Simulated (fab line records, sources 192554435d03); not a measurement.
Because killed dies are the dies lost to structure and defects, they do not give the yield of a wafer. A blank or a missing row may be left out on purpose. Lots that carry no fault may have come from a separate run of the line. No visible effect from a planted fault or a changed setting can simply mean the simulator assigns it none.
fab line records	flow n5Finfet
record: lots: 7	wafers: 21
route steps=1938 shown BEOL_M0_SAQP@641 BEOL_M0_CUTY@702 BEOL_M1@757
startH: the number of hours between the record's first day and the start of the first shown wafer of the lot	waitH: hours from the lot's prior step to this one	" the same as in the row above	L1.1+2: several wafers, shown together as one row	- no value, or no start given	* or withheld: withheld	< > ~ a bound
route shown NAME@n: a module of which the file shows steps, and the number in the route of the first	usual: average and standard deviation across the fault-free wafers	same: alike in all rows	chamber/n: place in a boat	sites: per-site readings	_std_site: standard deviation across them	_edge_site: mean of outer sites minus mean of inner sites	radiusMm: how far each site lies from the wafer's centre	mask NAME#n: copy n	behind: the last tool/chamber to shape the wafer	hold: the reason the lot was held/the length of the hold in hours/how it ended	device: transistor that didn't switch, given as n, p or np	end of line: tests of these same wafers at the route's end	a step without rows: its recipe alone	killed: count of dies lost to structure and defects at first sort (not the wafer's yield)	map: dies across one wafer; x = killed, . = not, _ = none there
set.NAME: the setting the step ran with; set.NAME@STEP: the setting that earlier step ran with	model.NAME: the simulator's own value behind a step, which no gauge read
lots run with intentionally changed settings; tables by step, rows by wafer
== steps ==
step: N5_BEOL_M0_SAQP_COAT_81
recipe: resist: SOC	tempC: 250	timeS: 60	spinRpm: 1500	resistThkNm: 100
lot.wafer	tool	chamber	startH	waitH	set.spinRpm	model.SOC_of_BEOL_M0_SAQP_COAT_81.thkNm
L075.1	lithoTrack-05	0	117.70	0.1	1500	100
L075.3+6	"	0	"	"	1431	102.4
L080.2+4	lithoTrack-01	0	145.28	0.1	1500	100
L080.6	"	0	"	"	1437	102.2
L082.2+4	lithoTrack-05	0	158.23	0.1	1500	100.2
L082.6	"	0	"	"	1500	100
L091.3	lithoTrack-05	0	210.63	0.1	1500	100
L091.4	"	0	"	"	1621	96.2
L091.5	"	0	"	"	1500	100.4
L094.2+3	lithoTrack-01	0	248.48	0.1	1500	99.8
L094.4	"	0	"	"	1500	99.6
L097.1	lithoTrack-04	0	249.32	0.1	1500	99.8
L097.3	"	0	"	"	1609	96.6
L097.6	"	0	"	"	1500	99.6
L096.1+3	lithoTrack-04	0	249.48	0.1	1500	99.4
L096.2	"	0	"	"	1500	99.8
step: N5_BEOL_M0_SAQP_COAT_82
recipe: resist: SiARC	tempC: 220	timeS: 60	spinRpm: 1500	resistThkNm: 30
step: N5_BEOL_M0_SAQP_COAT_08
recipe: resist: CAR-ArF	spinRpm: 1500	resistThkNm: 90
step: N5_BEOL_M0_SAQP_DESCUM_19
recipe: chemistry: O2	timeS: 7.9	sourcePowerW: 50	biasPowerW: 20	pressureMtorr: 20	rfFrequencyHz: 2.712e+07	tempC: 40	resist: CAR-ArF	o2FlowSccm: 225
step: N5_BEOL_M0_SAQP_ETCH_83
recipe: chemistry: CF4	target: SiARC	targetDepthA: 390	maskMaterial: CAR-ArF	timeS: 65	ionEnergyEv: 80	pressureMtorr: 40	sourceW: 545	biasW: 36	Ar_flow_sccm: 100	cf4FlowSccm: 100	ends: cleared
step: N5_BEOL_M0_SAQP_ETCH_84
recipe: chemistry: N2/H2	target: SOC	targetDepthA: 1000	overetchA: 200	maskMaterial: SiARC	tempC: 40	timeS: 150	ionEnergyEv: 200	pressureMtorr: 30	sourceW: 840	biasW: 150	n2FlowSccm: 200	h2FlowSccm: 200
lot.wafer	tool	chamber	startH	waitH	set.spinRpm@BEOL_M0_SAQP_COAT_81	model.etch.depthNm
L075.1	rieDiel-04	0	118.24	0.0	1500	100.1
L075.3+6	"	1,0	"	"	1431	102.5
L080.2	rieDiel-02	3	145.74	0.0	1500	99.96
L080.4	"	1	"	"	1500	99.99
L080.6	"	1	"	"	1437	102.2
L082.2	rieDiel-02	0	158.78	0.0	1500	100.1
L082.4	"	1	"	"	1500	100.3
L082.6	"	2	"	"	1500	99.92
L091.3	rieDiel-02	0	211.17	0.0	1500	99.93
L091.4	"	3	"	"	1621	96.18
L091.5	"	1	"	"	1500	100.4
L094.2	rieDiel-06	2	249.57	0.0	1500	99.75
L094.3	"	0	"	"	1500	99.79
L094.4	"	3	"	"	1500	99.53
L097.1	rieDiel-04	0	249.87	0.0	1500	99.88
L097.3	"	3	"	"	1609	96.57
L097.6	"	3	"	"	1500	99.58
L096.1	rieDiel-02	0	250.11	0.0	1500	99.46
L096.2	"	2	"	"	1500	99.84
L096.3	"	1	"	"	1500	99.33
step: N5_BEOL_M0_SAQP_STRIP_80
recipe: chemistry: N2/H2	tempC: 40	n2FlowSccm: 200	h2FlowSccm: 200	rfFrequencyHz: 6e+07
step: N5_BEOL_M0_SAQP_HM_OPEN_112
recipe: chemistry: CHF3/O2	target: SiO2	stopOn: a-Si	targetDepthA: 120	overEtchFrac: 1.25	maskMaterial: SOC	timeS: 13.5	pressureMtorr: 30	sourceW: 650	biasW: 170	Ar_flow_sccm: 200	CHF3_flow_sccm: 50	O2_flow_sccm: 5	ionEnergyEv: 200	ends: endPoint
step: N5_BEOL_M0_SAQP_STRIP_113
recipe: chemistry: CHF3/O2	resist: SiARC	rfFrequencyHz: 6e+07
step: N5_BEOL_M0_SAQP_MANDREL_ETCH_20
recipe: targetDepthA: 600	chemistry: HBr/Cl2	target: a-Si	stopOn: SiNx	btTimeS: 10	maskMaterial: SOC	overEtchFrac: 0.5	timeS: 30	pressureMtorr: 10	icpW: 800	biasW: 75	HBr_flow_sccm: 150	Cl2_flow_sccm: 80	ends: endPoint
lot.wafer	tool	chamber	startH	waitH	set.spinRpm@BEOL_M0_SAQP_COAT_81	model.SOC_of_BEOL_M0_SAQP_COAT_81.thkNm
L075.1	rieSi-04	1	118.43	0.0	1500	76
L075.3	"	0	"	"	1431	78.6
L075.6	"	1	"	"	1431	78.2
L080.2	rieSi-02	0	145.94	0.0	1500	75.8
L080.4	"	3	"	"	1500	77
L080.6	"	3	"	"	1437	79.2
L082.2	rieSi-03	0	158.97	0.0	1500	76.2
L082.4	"	2	"	"	1500	76
L082.6	"	1	"	"	1500	75.6
L091.3	rieSi-03	3	211.36	0.0	1500	75.8
L091.4	"	2	"	"	1621	72.2
L091.5	"	1	"	"	1500	76.6
L094.2	rieSi-03	1	249.76	0.0	1500	75.8
L094.3	"	2	"	"	1500	76
L094.4	"	0	"	"	1500	76.2
L097.1	rieSi-03	2	250.06	0.0	1500	76
L097.3	"	3	"	"	1609	72.6
L097.6	"	3	"	"	1500	75.4
L096.1	rieSi-04	3	250.30	0.0	1500	75.6
L096.2+3	"	2,0	"	"	1500	75.8
step: N5_BEOL_M0_SAQP_STRIP_86
recipe: chemistry: N2/H2	powerW: 500	tempC: 40	pressureMtorr: 50	rfFrequencyHz: 6e+07	overashFraction: 0.3	biasPowerW: 28	h2Frac: 0.5	n2FlowSccm: 300	h2FlowSccm: 300
step: N5_BEOL_M0_SAQP_STRIP_115
recipe: chemistry: postEtchResidueRemover	timeS: 60	tempC: 25	removerPh: withheld	removerWaterWtPct: withheld	removerFluorideWtPct: withheld
step: N5_BEOL_M0_SAQP_ETCH_101
recipe: chemistry: CH3F/O2	target: SiNx	maskMaterial: SiO2	targetDepthA: 299	timeS: 42.7	pressureMtorr: 30	sourceW: 395	biasW: 73	Ar_flow_sccm: 150	CH3F_flow_sccm: 30	O2_flow_sccm: 20	ionEnergyEv: 120
step: N5_BEOL_M0_SAQP_ETCH_102
recipe: chemistry: CF4	target: SiO2	targetDepthA: 40	ionEnergyEv: 350	timeS: 4.4	pressureMtorr: 10	icpW: 800	biasW: 400	cf4FlowSccm: 80
step: N5_BEOL_M0_SAQP_MANDREL_ETCH_103
recipe: chemistry: HBr/Cl2	target: a-Si	targetDepthA: 450	btTimeS: 10	stopOn: SiCN	maskMaterial: SiO2	overEtchFrac: 0.8	timeS: 27	pressureMtorr: 10	icpW: 800	biasW: 75	HBr_flow_sccm: 150	Cl2_flow_sccm: 80	ends: endPoint
usual: oesProductAu: 0.679/0.012
lot.wafer	tool	chamber	startH	waitH	set.timeS@BEOL_M0_SAQP_PECVD_96	oesProductAu	model.etch.depthNm
L075.1	rieSi-04	0	119.89	0.0	42.92	0.670	42.48
L075.3	"	3	"	"	45.2	0.687	45.34
L075.6	"	3	"	"	45.2	0.688	44.78
L080.2	rieSi-04	0	148.35	0.0	45.2	0.691	44.77
L080.4	"	1	"	"	48.06	0.699	48.06
L080.6	"	0	"	"	45.2	0.705	45.55
L082.2	rieSi-03	0	160.71	0.0	45.2	0.691	44.26
L082.4	"	1	"	"	40.55	0.644	41.18
L082.6	"	1	"	"	40.55	0.646	41.3
L091.3	rieSi-03	1	213.65	0.0	45.2	0.673	44.12
L091.4	"	0	"	"	45.2	0.691	45.01
L091.5	"	2	"	"	50.41	0.732	50.49
L094.2	rieSi-04	2	251.37	0.0	45.2	0.659	43.59
L094.3	"	3	"	"	42.32	0.647	40.93
L094.4	"	2	"	"	45.2	0.665	44.41
L097.1	rieSi-04	3	252.31	0.0	45.2	0.666	43.54
L097.3	"	0	"	"	45.2	0.683	44.09
L097.6	"	3	"	"	45.2	0.684	45.24
L096.1	rieSi-02	2	252.38	0.0	45.2	0.688	45.39
L096.2	"	0	"	"	45.2	0.671	45.35
L096.3	"	1	"	"	45.2	0.671	44.11
step: N5_BEOL_M0_SAQP_RECESS_104
recipe: chemistry: HF/NH3	target: SiO2	targetDepthA: 180	afsCycles: 3	tempC: 30	sublimationTempC: 180	sublimationTimeS: 60
step: N5_BEOL_M0_SAQP_COAT_105
recipe: resist: SOC	tempC: 250	timeS: 60	spinRpm: 1500	resistThkNm: 100
step: N5_BEOL_M0_SAQP_STRIP_108
recipe: chemistry: N2/H2	powerW: 500	tempC: 40	pressureMtorr: 50	rfFrequencyHz: 6e+07	overashFraction: 0.3	biasPowerW: 28	h2Frac: 0.5	n2FlowSccm: 300	h2FlowSccm: 300
step: N5_BEOL_M0_SAQP_RECESS_109
recipe: chemistry: HF/NH3	target: SiO2	targetDepthA: 30	afsCycles: 1	tempC: 30	sublimationTempC: 180	sublimationTimeS: 60
step: N5_BEOL_M0_SAQP_SPACER2_ALD_26
recipe: material: SiO2	targetThkA: 150	tempC: 300	aldPrecursorFamily: BDEAS	aldCoReactant: O2-plasma	pulseTimeS: 1	purgeTimeS: 2	coReactantPurgeTimeS: 2	pressureTorr: 2
lot.wafer	tool	chamber	startH	waitH	set.timeS@BEOL_M0_SAQP_PECVD_96	model.a-Si_of_BEOL_M0_SAQP_PECVD_96.thkNm
L075.1	aldSin-01	1	121.07	0.4	42.92	41.8
L075.3	"	2	"	"	45.2	44.6
L075.6	"	2	"	"	45.2	44
L080.2	aldSin-01	0	149.29	0.1	45.2	44
L080.4	"	3	"	"	48.06	47.4
L080.6	"	2	"	"	45.2	44.8
L082.2	aldSin-02	2	161.54	0.1	45.2	43.6
L082.4	"	0	"	"	40.55	40.4
L082.6	"	0	"	"	40.55	40.6
L091.3	aldSin-01	2	215.16	0.7	45.2	43.4
L091.4	"	0	"	"	45.2	44.2
L091.5	"	0	"	"	50.41	49.8
L094.2	aldSin-04	2	253.98	1.5	45.2	42.8
L094.3	"	0	"	"	42.32	40.2
L094.4	"	1	"	"	45.2	43.6
L097.1	aldSin-04	3	254.50	1.3	45.2	42.8
L097.3	"	0	"	"	45.2	43.4
L097.6	"	2	"	"	45.2	44.4
L096.1+2	aldSin-02	0,1	254.66	1.1	45.2	44.6
L096.3	"	2	"	"	45.2	43.4
step: N5_BEOL_M0_CUTY_COAT_51
recipe: resist: CAR-ArF-block	spinRpm: 1500	resistThkNm: 150
lot.wafer	tool	chamber	startH	waitH	set.spinRpm	model.CAR-ArF-block_of_BEOL_M0_CUTY_COAT_51.thkNm
L075.1	lithoTrack-01	0	-	-	1500	149.2
L075.3	"	0	"	"	1500	148.8
L075.6	"	0	"	"	1500	149.8
L080.2	lithoTrack-03	0	-	-	1500	149.4
L080.4	"	0	"	"	1500	150
L080.6	"	0	"	"	1448	152.4
L082.2	lithoTrack-03	0	-	-	1500	150
L082.4+6	"	0	"	"	1500	149.8
L091.3	lithoTrack-01	0	-	-	1500	149.8
L091.4	"	0	"	"	1455	152
L091.5	"	0	"	"	1455	151.6
L094.2+3+4	lithoTrack-01	0	-	-	1500	149.6
L097.1	lithoTrack-03	0	-	-	1500	150.6
L097.3	"	0	"	"	1653	143.2
L097.6	"	0	"	"	1653	142.8
L096.1	lithoTrack-01	0	-	-	1500	149.6
L096.2	"	0	"	"	1500	149.4
L096.3	"	0	"	"	1500	149.8
step: N5_BEOL_M0_CUTY_EBR_52
recipe: solvent: PGMEA	ebrWidthMm: 1.5
step: N5_BEOL_M0_CUTY_SOFTBAKE_53
recipe: tempC: 110	timeS: 60	resist: CAR-ArF-block
step: N5_BEOL_M0_CUTY_EXPOSE_54
recipe: maskId: M0_ABLK	na: 1.35	sourceShape: conventional	sigmaOuter: 0.8	polarization: unpolarized	doseMj: 36
step: N5_BEOL_M0_CUTY_PEB_55
recipe: pebTempC: 110	pebTimeS: 60	resist: CAR-ArF-block
step: N5_BEOL_M0_CUTY_DEVELOP_56
recipe: developTimeS: 30	developer: TMAH	resist: CAR-ArF-block	rinseLiquid: diw	dry: airSpin	devTempC: 23
lot.wafer	tool	chamber	startH	waitH	set.spinRpm@BEOL_M0_CUTY_COAT_51	model.CAR-ArF-block_of_BEOL_M0_CUTY_COAT_51.thkNm
L075.1	lithoTrack-03	0	-	-	1500	147.4
L075.3	"	0	"	"	1500	147
L075.6	"	0	"	"	1500	148
L080.2	lithoTrack-01	0	-	-	1500	147.8
L080.4	"	0	"	"	1500	148.2
L080.6	"	0	"	"	1448	150.8
L082.2	lithoTrack-02	0	-	-	1500	148.4
L082.4+6	"	0	"	"	1500	148
L091.3	lithoTrack-03	0	-	-	1500	148.2
L091.4	"	0	"	"	1455	150.2
L091.5	"	0	"	"	1455	150
L094.2+4	lithoTrack-03	0	-	-	1500	148
L094.3	"	0	"	"	1500	147.8
L097.1	lithoTrack-03	0	-	-	1500	148.8
L097.3	"	0	"	"	1653	141.6
L097.6	"	0	"	"	1653	141.2
L096.1	lithoTrack-02	0	-	-	1500	147.8
L096.2	"	0	"	"	1500	147.6
L096.3	"	0	"	"	1500	148.2
step: N5_BEOL_M1_COAT_73
recipe: resist: underlayer	tempC: 205	timeS: 60	spinRpm: 1500	resistThkNm: 5
lot.wafer	tool	chamber	startH	waitH	set.spinRpm
L075.1+3	lithoTrack-03	0	-	-	1581
L075.6	"	0	"	"	1500
L080.2+6	lithoTrack-05	0	-	-	1500
L080.4	"	0	"	"	1371
L082.2+6	lithoTrack-05	0	-	-	1594
L082.4	"	0	"	"	1500
L091.3+5	lithoTrack-05	0	-	-	1664
L091.4	"	0	"	"	1500
L094.2+3	lithoTrack-04	0	-	-	1500
L094.4	"	0	"	"	1576
L097.1+6	lithoTrack-05	0	-	-	1599
L097.3	"	0	"	"	1500
L096.1+2+3	lithoTrack-03	0	-	-	1500
step: N5_BEOL_M1_COAT_05
recipe: resist: CAR-EUV	spinRpm: 1500	resistThkNm: 30
lot.wafer	tool	chamber	startH	waitH	set.spinRpm	model.CAR-EUV_of_BEOL_M1_COAT_05.thkNm
L075.1+6	lithoTrack-03	0	-	-	1567	29.2
L075.3	"	0	"	"	1567	29.4
L080.2	lithoTrack-05	0	-	-	1620	28.6
L080.4	"	0	"	"	1500	29.8
L080.6	"	0	"	"	1620	28.8
L082.2+4	lithoTrack-05	0	-	-	1442	30.6
L082.6	"	0	"	"	1500	29.8
L091.3+4	lithoTrack-05	0	-	-	1643	28.8
L091.5	"	0	"	"	1500	30
L094.2+3	lithoTrack-04	0	-	-	1500	30
L094.4	"	0	"	"	1545	29.6
L097.1+3	lithoTrack-05	0	-	-	1500	30
L097.6	"	0	"	"	1445	30.4
L096.1+3	lithoTrack-03	0	-	-	1500	30
L096.2	"	0	"	"	1500	29.8
step: N5_BEOL_M1_EBR_07
recipe: solvent: PGMEA	ebrWidthMm: 1.5
step: N5_BEOL_M1_SOFTBAKE_06
recipe: tempC: 110	timeS: 60	resist: CAR-EUV
step: N5_BEOL_M1_DESCUM_16
recipe: chemistry: O2	timeS: 7	sourcePowerW: 50	biasPowerW: 20	pressureMtorr: 20	rfFrequencyHz: 2.712e+07	tempC: 40	resist: CAR-EUV	o2FlowSccm: 225
lot.wafer	tool	chamber	startH	waitH	set.spinRpm@BEOL_M1_COAT_05	model.CAR-EUV_of_BEOL_M1_COAT_05.thkNm
L075.1	rieDiel-02	1	130.59	0.0	1567	25.2
L075.3+6	"	3,1	"	"	1567	25.4
L080.2	rieDiel-02	3	159.53	0.0	1620	24.6
L080.4	"	1	"	"	1500	26
L080.6	"	0	"	"	1620	24.8
L082.2+4	rieDiel-02	1,0	175.40	0.0	1442	26.6
L082.6	"	1	"	"	1500	26
L091.3+4	rieDiel-02	3,1	227.06	0.1	1643	24.8
L091.5	"	1	"	"	1500	26.2
L094.2	rieDiel-04	2	266.24	0.4	1500	26
L094.3	"	0	"	"	1500	26.2
L094.4	"	3	"	"	1545	25.8
L097.1+3	rieDiel-06	2,1	266.59	0.0	1500	26
L097.6	"	2	"	"	1445	26.6
L096.1+3	rieDiel-02	1,0	267.21	0.0	1500	26
L096.2	"	2	"	"	1500	25.8
step: N5_BEOL_M1_ETCH_74
recipe: chemistry: N2/H2	target: underlayer	targetDepthA: 65	maskMaterial: CAR-EUV	timeS: 5.2	ionEnergyEv: 200	pressureMtorr: 30	sourceW: 840	biasW: 150	n2FlowSccm: 200	h2FlowSccm: 200	ends: cleared
lot.wafer	tool	chamber	startH	waitH	set.spinRpm@BEOL_M1_COAT_73	set.spinRpm@BEOL_M1_COAT_05	model.CAR-EUV_of_BEOL_M1_COAT_05.thkNm	model.etch.depthNm
L075.1	rieDiel-02	1	130.63	0.0	1581	1567	19.6	4.875
L075.3	"	3	"	"	1581	1567	19.8	4.846
L075.6	"	1	"	"	1500	1567	19.6	4.982
L080.2	rieDiel-02	3	159.57	0.0	1500	1620	18.8	5.016
L080.4	"	1	"	"	1371	1500	19.8	5.251
L080.6	"	0	"	"	1500	1620	19	5.023
L082.2	rieDiel-02	1	175.44	0.0	1594	1442	21	4.843
L082.4	"	0	"	"	1500	1442	20.8	4.992
L082.6	"	1	"	"	1594	1500	20.4	4.84
L091.3	rieDiel-02	3	227.10	0.0	1664	1643	19.4	4.757
L091.4	"	1	"	"	1500	1643	19	5.019
L091.5	"	1	"	"	1664	1500	20.6	4.746
L094.2	rieDiel-04	2	266.28	0.0	1500	1500	20.2	5.015
L094.3	"	0	"	"	1500	1500	20.4	5.007
L094.4	"	3	"	"	1576	1545	20.2	4.887
L097.1	rieDiel-06	2	266.63	0.0	1599	1500	20.4	4.869
L097.3	"	1	"	"	1500	1500	20.2	5.007
L097.6	"	2	"	"	1599	1445	21	4.856
L096.1	rieDiel-02	1	267.24	0.0	1500	1500	20.2	5.011
L096.2	"	2	"	"	1500	1500	20.2	5.017
L096.3	"	0	"	"	1500	1500	20.4	5.02
step: N5_BEOL_M1_ETCH_63
recipe: chemistry: CF4	target: SiARC	targetDepthA: 156	maskMaterial: CAR-EUV	timeS: 26	ionEnergyEv: 80	pressureMtorr: 40	sourceW: 545	biasW: 36	Ar_flow_sccm: 100	cf4FlowSccm: 100	ends: cleared
lot.wafer	tool	chamber	startH	waitH	set.spinRpm@BEOL_M1_COAT_73	set.spinRpm@BEOL_M1_COAT_05	model.CAR-EUV_of_BEOL_M1_COAT_05.thkNm
L075.1	rieDiel-02	1	130.64	0.0	1581	1567	10.4
L075.3	"	3	"	"	1581	1567	10.6
L075.6	"	1	"	"	1500	1567	10.4
L080.2+6	rieDiel-02	3,0	159.58	0.0	1500	1620	9.8
L080.4	"	1	"	"	1371	1500	10.6
L082.2	rieDiel-02	1	175.45	0.0	1594	1442	11.8
L082.4	"	0	"	"	1500	1442	11.6
L082.6	"	1	"	"	1594	1500	11.2
L091.3	rieDiel-02	3	227.11	0.0	1664	1643	10.2
L091.4	"	1	"	"	1500	1643	9.8
L091.5	"	1	"	"	1664	1500	11.4
L094.2	rieDiel-04	2	266.29	0.0	1500	1500	11
L094.3	"	0	"	"	1500	1500	11.2
L094.4	"	3	"	"	1576	1545	11
L097.1	rieDiel-06	2	266.65	0.0	1599	1500	11.2
L097.3	"	1	"	"	1500	1500	11
L097.6	"	2	"	"	1599	1445	11.8
L096.1+3	rieDiel-02	1,0	267.26	0.0	1500	1500	11
L096.2	"	2	"	"	1500	1500	10.8
== key ==
split: step: N5_BEOL_M0_SAQP_COAT_81	setting: spinRpm	stated: 1500	by: wafer
response: step: N5_BEOL_M0_SAQP_COAT_81	reading: model.SOC_of_BEOL_M0_SAQP_COAT_81.thkNm	change: -0.479	per: 1%	r: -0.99
response: step: N5_BEOL_M0_SAQP_ETCH_84	reading: model.etch.depthNm	change: -0.481	per: 1%	r: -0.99
response: step: N5_BEOL_M0_SAQP_MANDREL_ETCH_20	reading: model.SOC_of_BEOL_M0_SAQP_COAT_81.thkNm	change: -0.495	per: 1%	r: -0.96
split: step: N5_BEOL_M0_CUTY_COAT_51	setting: spinRpm	stated: 1500	by: wafer
response: step: N5_BEOL_M0_CUTY_COAT_51	reading: model.CAR-ArF-block_of_BEOL_M0_CUTY_COAT_51.thkNm	change: -0.743	per: 1%	r: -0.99
response: step: N5_BEOL_M0_CUTY_DEVELOP_56	reading: model.CAR-ArF-block_of_BEOL_M0_CUTY_COAT_51.thkNm	change: -0.727	per: 1%	r: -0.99
split: step: N5_BEOL_M1_COAT_73	setting: spinRpm	stated: 1500	by: wafer
response: step: N5_BEOL_M1_ETCH_74	reading: model.etch.depthNm	change: -0.0244	per: 1%	r: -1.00
response: step: N5_BEOL_M1_ETCH_63	reading: model.CAR-EUV_of_BEOL_M1_COAT_05.thkNm	slope: +0.0332	per: 1%	togetherWith: spinRpm@BEOL_M1_COAT_05	explained: 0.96
split: step: N5_BEOL_M1_COAT_05	setting: spinRpm	stated: 1500	by: wafer
response: step: N5_BEOL_M1_COAT_05	reading: model.CAR-EUV_of_BEOL_M1_COAT_05.thkNm	change: -0.135	per: 1%	r: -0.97
response: step: N5_BEOL_M1_DESCUM_16	reading: model.CAR-EUV_of_BEOL_M1_COAT_05.thkNm	change: -0.152	per: 1%	r: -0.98
response: step: N5_BEOL_M1_ETCH_74	reading: model.CAR-EUV_of_BEOL_M1_COAT_05.thkNm	change: -0.132	per: 1%	r: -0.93
response: step: N5_BEOL_M1_ETCH_63	reading: model.CAR-EUV_of_BEOL_M1_COAT_05.thkNm	slope: -0.133	per: 1%	togetherWith: spinRpm@BEOL_M1_COAT_73	explained: 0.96
split outsideThisFile step=N5_BEOL_M0_SAQP_PECVD_96 setting=timeS
split outsideThisFile: this setting was split too, and the file shows its column; the key of that split is in another file
